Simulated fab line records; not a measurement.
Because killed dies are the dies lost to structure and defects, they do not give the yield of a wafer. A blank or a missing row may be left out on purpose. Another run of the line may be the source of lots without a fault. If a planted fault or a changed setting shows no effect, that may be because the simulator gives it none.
fab line records    flow nand-harc
record lots=15  wafers=42  last-day=24
route steps=1159 shown P_M2@349 P_BONDPAD@353 A_ONON_D1@426
lots that met no fault: taken from a fault-free run of the same line
start-h: start of the lot's first displayed wafer, in hours after the record's first day    wait-h: how many hours have passed since the lot's step before this one    " repeats the value in the row above    L1.1+2: several wafers, shown together as one row    - either no value or no given start    * or withheld: withheld    < > ~ a bound
route shown NAME@n: a module of which the file shows steps, and the number in the route of the first    usual: mean/standard deviation of fault-free wafers    same: alike in all rows    chamber/n: place in a boat    sites: each site's reading    _std_site: standard deviation across them    _edge_site: the outer-site mean with the inner-site mean subtracted    radius-mm: for every site, how far away it sits from the centre of the wafer    mask NAME#n: copy n    behind: tool/chamber where the wafer was last shaped    hold: cause of the lot's hold/its duration in hours/its outcome    device: names the non-switching transistor (n, p or np)    end of line: tests run on the same wafers once the route is complete    for a step that has no rows: nothing shown but its recipe    killed: at the first sort, the dies lost to defects and structure; wafer yield is something else    map: the dies of a wafer, with x for killed, . for not killed, _ for no die there
set.NAME: the setting as run; set.NAME@STEP: as run at that earlier step    model.NAME: the simulator's own value behind a step, which no gauge read
route steps across a sampled set of lots; one table per step, one row per wafer
services: the hour from which a tool's chamber was out of use, counted from the record's first day as start-h (under 0 if before that day), plus the number of hours and why
## steps
# step NHARC_P_M2_PRE_CLEAN_32
# recipe time-s=12  temp-c=370  rf-power-w=300  gas=NH3
# usual heater-power-w=624/64
lot.wafer  tool      chamber  start-h  wait-h  heater-power-w
L918.2     pecvd-03  0        126.10   0.1     521
L918.6     "         1        "        "       689
L918.5     "         2        "        "       614
L919.3     pecvd-01  0        126.74   0.1     610
L919.5     "         2        "        "       605
L919.4     "         0        "        "       610
L921.3     pecvd-03  0        144.96   0.1     581
L921.1     "         1        "        "       678
L921.4     "         1        "        "       677
L920.2     pecvd-03  0        146.26   0.1     515
L920.1     "         1        "        "       701
L920.5     "         2        "        "       671
L923.2     pecvd-01  1        159.10   0.1     582
L923.5     "         2        "        "       626
L923.6     "         0        "        "       662
L926.2     pecvd-03  2        176.85   0.1     713
L926.3     "         0        "        "       557
L926.4     "         0        "        "       563
L927.1     pecvd-04  0        185.59   0.1     576
L927.6     "         2        "        "       629
L929.1     pecvd-01  0        206.77   0.1     628
L929.6     "         1        "        "       691
L930.2     pecvd-01  1        207.82   0.5     620
L930.6     "         1        "        "       617
L933.3     pecvd-01  1        220.24   0.1     655
L933.4     "         0        "        "       600
L933.6     "         1        "        "       678
L934.2     pecvd-03  2        232.41   0.1     699
L934.4     "         2        "        "       687
L934.5     "         2        "        "       696
L937.1     pecvd-03  0        235.91   0.1     574
L937.2     "         2        "        "       641
L937.6     "         2        "        "       621
L938.1     pecvd-03  2        248.40   0.1     690
L938.4     "         2        "        "       707
L938.5     "         1        "        "       692
L940.2     pecvd-04  2        255.69   0.3     707
L940.3     "         0        "        "       662
L940.4     "         2        "        "       698
L941.1     pecvd-01  1        262.37   0.1     695
L941.2     "         2        "        "       614
L941.4     "         2        "        "       603
# step NHARC_P_BONDPAD_THK_MEAS_33
# recipe thk-meas-gauge=ellipsometry
# usual thk-nm=199.5/1.5
lot.wafer  tool           chamber  start-h  wait-h  thk-nm
L918.2     film-metro-01  -        127.23   0.2     201.3
L918.5     "              -        "        "       203.2
L918.6     "              -        "        "       202.6
L919.3     film-metro-02  -        127.88   0.2     199.0
L919.4     "              -        "        "       198.6
L919.5     "              -        "        "       199.1
L921.1     film-metro-01  -        146.10   0.2     197.5
L921.3     "              -        "        "       199.2
L921.4     "              -        "        "       196.0
L920.1     film-metro-02  -        147.42   0.2     198.7
L920.2     "              -        "        "       197.9
L920.5     "              -        "        "       200.3
L923.2     film-metro-02  -        160.30   0.2     197.4
L923.5     "              -        "        "       199.7
L923.6     "              -        "        "       201.2
L926.2     film-metro-01  -        177.98   0.2     200.7
L926.3     "              -        "        "       200.5
L926.4     "              -        "        "       199.1
L927.1     film-metro-01  -        186.74   0.2     197.8
L927.6     "              -        "        "       196.6
L929.1     film-metro-01  -        208.19   0.2     199.4
L929.6     "              -        "        "       201.5
L930.2     film-metro-01  -        209.26   0.2     199.7
L930.6     "              -        "        "       201.6
L933.3     film-metro-01  -        221.38   0.2     199.4
L933.4     "              -        "        "       202.3
L933.6     "              -        "        "       199.6
L934.2     film-metro-01  -        233.72   0.2     199.9
L934.4     "              -        "        "       196.4
L934.5     "              -        "        "       198.3
L937.1     film-metro-01  -        237.22   0.2     200.0
L937.2     "              -        "        "       201.7
L937.6     "              -        "        "       198.4
L938.1     film-metro-01  -        249.55   0.2     200.1
L938.4     "              -        "        "       199.6
L938.5     "              -        "        "       200.0
L940.2     film-metro-02  -        256.85   0.2     198.4
L940.3     "              -        "        "       198.1
L940.4     "              -        "        "       200.8
L941.1     film-metro-01  -        263.52   0.2     200.3
L941.2     "              -        "        "       199.8
L941.4     "              -        "        "       198.0
# step NHARC_P_BONDPAD_PRE_CLEAN_26
# recipe time-s=30  temp-c=280  gas=H2/He
# usual heater-power-w=419/37
lot.wafer  tool            chamber  start-h  wait-h  heater-power-w
L918.2     pvd-sputter-01  -        -        -       363
L918.6     "               -        "        "       490
L918.5     "               -        "        "       359
L919.3     pvd-sputter-03  -        -        -       354
L919.4     "               -        "        "       395
L919.5     "               -        "        "       360
L921.1     pvd-sputter-02  -        -        -       404
L921.4     "               -        "        "       427
L921.3     "               -        "        "       422
L920.1     pvd-sputter-03  -        -        -       405
L920.2     "               -        "        "       441
L920.5     "               -        "        "       364
L923.2     pvd-sputter-01  -        -        -       488
L923.5     "               -        "        "       460
L923.6     "               -        "        "       494
L926.2     pvd-sputter-02  -        -        -       404
L926.3     "               -        "        "       431
L926.4     "               -        "        "       420
L927.1     pvd-sputter-02  -        -        -       428
L927.6     "               -        "        "       425
L929.1     pvd-sputter-02  -        -        -       393
L929.6     "               -        "        "       401
L930.2     pvd-sputter-01  -        -        -       355
L930.6     "               -        "        "       398
L933.4     pvd-sputter-01  -        -        -       400
L933.3     "               -        "        "       461
L933.6     "               -        "        "       468
L934.4     pvd-sputter-01  -        -        -       458
L934.2     "               -        "        "       349
L934.5     "               -        "        "       361
L937.1     pvd-sputter-01  -        -        -       470
L937.2     "               -        "        "       363
L937.6     "               -        "        "       464
L938.4     pvd-sputter-01  -        -        -       367
L938.1     "               -        "        "       463
L938.5     "               -        "        "       390
L940.2     pvd-sputter-01  -        -        -       396
L940.3     "               -        "        "       475
L940.4     "               -        "        "       363
L941.4     pvd-sputter-03  -        -        -       411
L941.1     "               -        "        "       355
L941.2     "               -        "        "       397
# step NHARC_A_ONON_D1_DEP_03
# recipe target-thk-a=10000  n2-flow-sccm=2750  n2o-flow-sccm=2000  nh3-flow-sccm=500  sih4-flow-sccm=210  temp-c=400
lot.wafer   tool           chamber  start-h  wait-h
L919.3+4+5  pecvd-onon-01  0        158.93   0.3
L918.2+5+6  pecvd-onon-04  0        159.19   0.2
L921.1+3+4  pecvd-onon-03  0        175.79   0.1
L920.1+2+5  pecvd-onon-04  0        175.79   0.1
L923.2+5+6  pecvd-onon-04  0        189.88   0.1
L926.2+3+4  pecvd-onon-04  0        206.38   0.1
L927.1+6    pecvd-onon-03  0        215.93   0.1
L930.2+6    pecvd-onon-03  0        238.27   0.1
L929.1+6    pecvd-onon-03  0        238.56   0.1
L933.3+4+6  pecvd-onon-04  0        252.13   0.2
L937.1+2+6  pecvd-onon-04  0        264.17   0.2
L934.2+4+5  pecvd-onon-01  0        264.19   0.3
L938.1+4+5  pecvd-onon-04  0        276.16   0.2
L940.2+3+4  pecvd-onon-04  0        285.56   0.1
L941.1+2+4  pecvd-onon-04  0        292.85   0.1
# step NHARC_A_ONON_D1_THK_MEAS_05
# recipe thk-meas-gauge=ellipsometry
# usual thk-nm=1002/11
lot.wafer  tool           chamber  start-h  wait-h  thk-nm
L919.3     film-metro-02  -        159.33   -       993
L919.4     "              -        "        "       996
L919.5     "              -        "        "       995
L918.2     film-metro-02  -        159.64   -       998
L918.5     "              -        "        "       998
L918.6     "              -        "        "       998
L921.1     film-metro-01  -        176.30   -       993
L921.3     "              -        "        "       995
L921.4     "              -        "        "       993
L920.1     film-metro-02  -        176.31   -       995
L920.2     "              -        "        "       994
L920.5     "              -        "        "       991
L923.2     film-metro-01  -        190.33   -       986
L923.5     "              -        "        "       987
L923.6     "              -        "        "       986
L926.2     film-metro-02  -        206.83   -       1003
L926.3     "              -        "        "       1005
L926.4     "              -        "        "       1004
L927.1     film-metro-01  -        216.44   -       1022
L927.6     "              -        "        "       1534
L930.2     film-metro-02  -        238.72   -       1510
L930.6     "              -        "        "       1510
L929.1     film-metro-01  -        239.07   -       1001
L929.6     "              -        "        "       1515
L933.3     film-metro-02  -        252.52   -       996
L933.4     "              -        "        "       994
L933.6     "              -        "        "       993
L934.2     film-metro-01  -        264.65   -       983
L934.4     "              -        "        "       986
L934.5     "              -        "        "       985
L937.1     film-metro-01  -        264.68   -       1010
L937.2     "              -        "        "       1010
L937.6     "              -        "        "       1009
L938.1     film-metro-01  -        276.67   -       1026
L938.4     "              -        "        "       1024
L938.5     "              -        "        "       1026
L940.2     film-metro-01  -        286.02   -       1009
L940.3     "              -        "        "       1010
L940.4     "              -        "        "       1011
L941.1     film-metro-02  -        293.36   -       1000
L941.2     "              -        "        "       1000
L941.4     "              -        "        "       998
## services
tool            chamber  start-h  hours  kind
pecvd-03        -        111.00   13.0   pm
pecvd-03        0        111.00   13.0   vent-cycle
pecvd-03        1        111.00   13.0   vent-cycle
pecvd-03        2        111.00   13.0   vent-cycle
pecvd-03        0        124.00   -      clean
pecvd-03        1        124.00   -      clean
pecvd-onon-03   -        153.00   13.0   pm
pecvd-04        0        163.40   2.0    repair
pecvd-onon-01   -        172.79   7.4    repair
pecvd-01        2        188.40   30.7   repair
pecvd-onon-01   -        195.00   13.0   pm
pecvd-04        -        195.11   13.0   pm
pvd-sputter-01  -        198.96   10.0   pm
pvd-sputter-02  -        214.00   10.0   pm
pecvd-onon-04   -        237.00   13.0   pm
pecvd-01        -        237.31   13.0   pm
pvd-sputter-02  -        245.56   2.8    repair
pecvd-01        -        265.32   1.4    repair
pecvd-04        2        269.94   18.9   repair
pvd-sputter-01  -        273.01   2.0    repair
pvd-sputter-03  -        280.00   10.0   pm
pvd-sputter-01  -        281.90   0.5    repair
pvd-sputter-03  -        291.89   11.0   repair
pecvd-03        -        292.00   13.0   pm
## key
first-sign step=NHARC_A_ONON_D1_THK_MEAS_05  reading=thk-nm  direction=up  sigmas=47  usual=1002  struck=1517
effect none on later readings
met-at NHARC_A_ONON_D1_DEP_03
struck-lots L927,L929,L930
struck-wafers L927.6,L929.6,L930.2,L930.6
later-rows-left-out L927.6,L929.6,L930.2,L930.6
sort-left-out L927.6,L929.6,L930.2,L930.6
tester-left-out L927,L929,L930
not-acting-at NHARC_P_M2_PRE_CLEAN_32,NHARC_P_BONDPAD_THK_MEAS_33,NHARC_P_BONDPAD_PRE_CLEAN_26
onset-between 175.79 215.93
fault kind=process-parameter-drift  tool=pecvd-onon-03  chamber=-  onset-h=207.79  steps=NHARC_A_ONON_D1_DEP_03  channel=target-thk-a  offset=*  shape=step  end-h=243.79  scope=struck-wafers-only  acts-in=*  stated=*
# tester-left-out: of these lots the tester's yield and bins aren't shown, on N5 and GAA mostly nor the transistor test; their killed dies are dies lost to structure and defects alone, not to doping, threshold or leakage, so they don't give the yield
# sort-left-out: the simulated sort isn't trusted on such a fault, so these wafers' sort isn't shown, and their yield isn't known
# later-rows-left-out: the simulator's readings of these wafers behind a module that went badly wrong aren't trusted and aren't shown, but for the sort
